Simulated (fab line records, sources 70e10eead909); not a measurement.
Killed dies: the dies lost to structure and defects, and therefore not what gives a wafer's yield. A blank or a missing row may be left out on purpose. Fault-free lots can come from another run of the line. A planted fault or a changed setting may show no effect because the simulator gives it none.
Which tool was responsible? + flow nandHarc + 12 lots, 36 wafers sampled, at 6 steps of a route of 1159

## WHAT THE GAUGES SHOWED, per wafer
NHARC_P_GATE_OVL_MEAS_27. Usual: overlayXNm 0.1 nm, standard deviation 0.69; overlayYNm -0.2 nm, standard deviation 0.77.
| lot  | measured     | on         | overlayXNm (nm) | overlayYNm (nm) | flag |
|------|--------------|------------|-----------------|-----------------|------|
| L543 | day 4 18:23  | overlay-01 | -0.7 -0.3 -0.7  | 0.1 0.1 -0.3    |      |
| L544 | day 5 01:28  | overlay-02 | -1.2 -1.0 -1.0  | -1.6 -1.8 -1.4  |      |
| L545 | day 5 02:13  | overlay-02 | 0.2 -0.2 0.1    | 0.7 0.5 0.6     |      |
| L548 | day 6 05:04  | overlay-01 | 0.1 0.5 0.0     | -0.1 -0.1 -0.6  |      |
| L551 | day 6 17:39  | overlay-02 | 0.2 0.9 0.6     | -0.4 -0.4 -1.0  |      |
| L552 | day 7 00:34  | overlay-02 | 0.2 0.4 -0.2    | -1.4 -1.7 -1.1  |      |
| L553 | day 7 00:04  | overlay-01 | 1.2 1.2 1.4     | 0.2 -0.3 0.1    |      |
| L554 | day 8 05:10  | overlay-02 | -0.4 -0.5 -0.4  | -0.2 -1.1 -0.5  |      |
| L557 | day 8 04:37  | overlay-02 | -0.5 0.0 0.0    | 0.5 0.2 0.3     |      |
| L563 | day 9 17:41  | overlay-01 | -0.8 -0.6 -0.5  | -0.2 -0.5 -0.4  |      |
| L564 | day 9 17:32  | overlay-02 | 0.7 0.3 0.5     | -0.3 -0.6 0.0   |      |
| L566 | day 10 16:50 | overlay-01 | -0.3 0.1 -0.2   | -0.3 0.2 -0.5   |      |

NHARC_P_GATE_INSPECT_28. Usual: rawDefectCount at 5.9, with a standard deviation of 2.9.
| lot  | measured     | on               | rawDefectCount | flag |
|------|--------------|------------------|----------------|------|
| L543 | day 4 18:25  | defectInspect-02 | 4 3 2          |      |
| L544 | day 5 01:29  | defectInspect-01 | 4 5 1          |      |
| L545 | day 5 02:14  | defectInspect-02 | 3 5 6          |      |
| L548 | day 6 05:07  | defectInspect-01 | 4 13 5         |      |
| L551 | day 6 17:41  | defectInspect-02 | 9 5 4          |      |
| L552 | day 7 00:36  | defectInspect-02 | 3 8 4          |      |
| L553 | day 7 00:06  | defectInspect-02 | 6 4 11         |      |
| L554 | day 8 05:11  | defectInspect-01 | 9 5 6          |      |
| L557 | day 8 04:39  | defectInspect-01 | 4 7 9          |      |
| L563 | day 9 17:43  | defectInspect-01 | 27 36 50       | OFF  |
| L564 | day 9 17:34  | defectInspect-01 | 38 39 24       | OFF  |
| L566 | day 10 16:52 | defectInspect-01 | 6 7 4          |      |

NHARC_END_SORT_01. Usual: killedAtArray 28, standard deviation 11; killedAtOther 0.5, standard deviation 0.85; killedAtPeriphery 2.7, standard deviation 1.9; killedDies 32, standard deviation 12; killedOpen 3.3, standard deviation 1.6; killedShort 2.1, standard deviation 1.5.
| lot  | measured     | on        | killedAtArray | killedAtOther | killedAtPeriphery | killedDies | killedOpen | killedShort | flag |
|------|--------------|-----------|---------------|---------------|-------------------|------------|------------|-------------|------|
| L563 | day 24 12:01 | prober-01 | 43 53 38      | 0 0 0         | 24 27 42          | 67 80 80   | 4 5 3      | 3 3 0       | OFF  |
| L564 | day 24 21:24 | prober-01 | 40 31 25      | 1 0 1         | 33 40 19          | 74 71 45   | 2 5 0      | 2 3 3       | OFF  |

## WHICH TOOL RAN EACH LOT (tool, then ch and the chambers of the sampled wafers, then the start)
| lot  | NHARC_P_GATE_OXIDE_02        | NHARC_P_GATE_ETCH_104             | NHARC_P_GATE_STRIP_101            |
|------|------------------------------|-----------------------------------|-----------------------------------|
| L543 | furnace-01 ch 0, day 3 22:51 | rieDiel-03 ch 0,1, day 4 18:34    | rieDiel-09 ch 0,2, day 5 05:25    |
| L544 | furnace-04 ch 0, day 4 06:39 | rieDiel-02 ch 1,2, day 5 01:51    | rieDiel-09 ch 2,3, day 5 13:19    |
| L545 | furnace-04 ch 0, day 4 06:39 | rieDiel-03 ch 0,1, day 5 02:25    | rieDiel-03 ch 0,2,3, day 5 13:18  |
| L548 | furnace-08 ch 0, day 5 06:07 | rieDiel-02 ch 0,1,2, day 6 05:16  | rieDiel-02 ch 1,2,3, day 6 16:03  |
| L551 | furnace-04 ch 0, day 5 22:17 | rieDiel-09 ch 1,2,3, day 6 17:50  | rieDiel-09 ch 0,2,3, day 7 04:36  |
| L552 | furnace-04 ch 0, day 6 04:21 | rieDiel-02 ch 0,2, day 7 00:49    | rieDiel-09 ch 1,2, day 7 11:49    |
| L553 | furnace-04 ch 0, day 6 04:21 | rieDiel-03 ch 1,3, day 7 00:23    | rieDiel-09 ch 0,1,3, day 7 11:19  |
| L554 | furnace-04 ch 0, day 7 04:32 | rieDiel-09 ch 0,1,3, day 8 05:20  | rieDiel-03 ch 0,1,3, day 8 16:20  |
| L557 | furnace-04 ch 0, day 7 04:32 | rieDiel-02 ch 0,1,2, day 8 04:49  | rieDiel-09 ch 2,3, day 8 15:38    |
| L563 | furnace-01 ch 0, day 8 22:35 | rieDiel-02 ch 0,2, day 9 17:53    | rieDiel-02 ch 0,1,2, day 10 04:42 |
| L564 | furnace-01 ch 0, day 8 22:35 | rieDiel-09 ch 0,1,2, day 9 17:51  | rieDiel-02 ch 0,2,3, day 10 04:35 |
| L566 | furnace-04 ch 0, day 9 16:28 | rieDiel-03 ch 0,1,3, day 10 17:01 | rieDiel-09 ch 0,1,2, day 11 04:00 |
- NHARC_P_GATE_OXIDE_02: material SiO2, target thk 37.5 nm, ox time 365 s.
- NHARC_P_GATE_ETCH_104: etches the open film in CF4/CHF3, target depth 60 nm.
- NHARC_P_GATE_STRIP_101: strips in O2, time 20 s.

## WHAT THE TOOLS THEMSELVES READ (means of the sampled wafers that have a number; where no wafer has one, the mark that the record gives instead)
NHARC_P_GATE_ETCH_104. Usual: drypumpMotorCurrentA 5.8 A, standard deviation 0.33; oesProductAu 0.938 a.u., standard deviation 0.02; rfVppV 369.4 V, standard deviation 2; showerheadPlenumPTorr 1.54 Torr, standard deviation 0.056; throttleValvePct 16.803 %, standard deviation 0.0087.
| lot  | tool       | drypumpMotorCurrentA (A) | oesProductAu (a.u.) | rfVppV (V) | showerheadPlenumPTorr (Torr) | throttleValvePct (%) | flag |
|------|------------|--------------------------|---------------------|------------|------------------------------|----------------------|------|
| L543 | rieDiel-03 | 5.8                      | 0.963               | 371.2      | 1.59                         | 16.796               |      |
| L544 | rieDiel-02 | 5.5                      | 0.933               | 369.3      | 1.52                         | 16.800               |      |
| L545 | rieDiel-03 | 5.7                      | 0.928               | 371.4      | 1.60                         | 16.793               |      |
| L548 | rieDiel-02 | 5.7                      | 0.960               | 368.5      | 1.52                         | 16.799               |      |
| L551 | rieDiel-09 | 5.9                      | 0.961               | 368.4      | 1.53                         | 16.796               |      |
| L552 | rieDiel-02 | 5.8                      | 0.950               | 369.7      | 1.54                         | 16.808               |      |
| L553 | rieDiel-03 | 5.7                      | 0.916               | 370.2      | 1.57                         | 16.805               |      |
| L554 | rieDiel-09 | 5.8                      | 0.948               | 369.6      | 1.53                         | 16.799               |      |
| L557 | rieDiel-02 | 5.7                      | 0.951               | 368.4      | 1.52                         | 16.798               |      |
| L563 | rieDiel-02 | 5.8                      | 0.957               | 369.3      | 1.54                         | 16.802               |      |
| L564 | rieDiel-09 | 5.8                      | 0.919               | 368.2      | 1.49                         | 16.805               |      |
| L566 | rieDiel-03 | 5.7                      | 0.943               | 369.8      | 1.56                         | 16.805               |      |

NHARC_P_GATE_STRIP_101. Usual: drypumpMotorCurrentA 5.8 A, standard deviation 0.39; oesProductAu 0.998 a.u., standard deviation 0.0094; rfVppV 57.5 V, standard deviation 0.82; showerheadPlenumPTorr 3.42 Torr, standard deviation 0.12; throttleValvePct 17.036 %, standard deviation 0.0088.
| lot  | tool       | drypumpMotorCurrentA (A) | oesProductAu (a.u.) | rfVppV (V) | showerheadPlenumPTorr (Torr) | throttleValvePct (%) | flag |
|------|------------|--------------------------|---------------------|------------|------------------------------|----------------------|------|
| L543 | rieDiel-09 | 5.9                      | 0.990               | 56.9       | 3.33                         | 17.044               |      |
| L544 | rieDiel-09 | 6.1                      | 0.994               | 58.0       | 3.50                         | 17.039               |      |
| L545 | rieDiel-03 | 5.8                      | 0.990               | 57.2       | 3.56                         | 17.036               |      |
| L548 | rieDiel-02 | 5.8                      | 1.001               | 57.2       | 3.36                         | 17.031               |      |
| L551 | rieDiel-09 | 6.0                      | 1.000               | 57.6       | 3.43                         | 17.030               |      |
| L552 | rieDiel-09 | 5.8                      | 1.000               | 57.0       | 3.31                         | 17.039               |      |
| L553 | rieDiel-09 | 5.8                      | 0.995               | 56.6       | 3.45                         | 17.036               |      |
| L554 | rieDiel-03 | 5.7                      | 0.995               | 57.6       | 3.50                         | 17.042               |      |
| L557 | rieDiel-09 | 6.0                      | 1.002               | 56.9       | 3.39                         | 17.039               |      |
| L563 | rieDiel-02 | 5.7                      | 1.000               | 57.5       | 3.39                         | 17.041               |      |
| L564 | rieDiel-02 | 6.2                      | 1.006               | 57.8       | 3.39                         | 17.036               |      |
| L566 | rieDiel-09 | 5.8                      | 1.000               | 57.2       | 3.34                         | 17.030               |      |

## THE ANSWER, worked out from the rows above alone
Rule: take the mean of a lot's wafers that have a number; if it is more than 3 standard deviations from the usual mean, the lot is off. A lot without any number at a reading at which 4 lots or more have one is off too. Where the step has rows for the other lots, those lots are counted as sound. Order of review: gauges by route order, followed by the tools' own readings, for which a lot's mean as printed above is used. The first step at which some lot is off is used, and at that step the reading that is off furthest; a lot without a number counts as furthest.
Off: L563, L564, at NHARC_P_GATE_INSPECT_28 (rawDefectCount).
If a tool, at a process step before that reading, ran all the lots that are off and no sound lot after the first of them, it fits. Not tried: the gauges at NHARC_P_GATE_INSPECT_28; whatever is off there is also off at NHARC_END_SORT_01, on other tools, and gauge error can't account for it. One candidate fits, namely furnace-01 at NHARC_P_GATE_OXIDE_02. A fault onset in the window from L543 (day 3 22:51, its last sound lot) to L563 (day 8 22:35, its first lot off) fits.

## WHAT THE SIMULATOR HAD PUT IN
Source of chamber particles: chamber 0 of furnace-01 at NHARC_P_GATE_OXIDE_02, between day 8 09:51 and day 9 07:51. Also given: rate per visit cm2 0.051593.
Lots struck among those shown: L564, L563. The rule above reached the same finding.
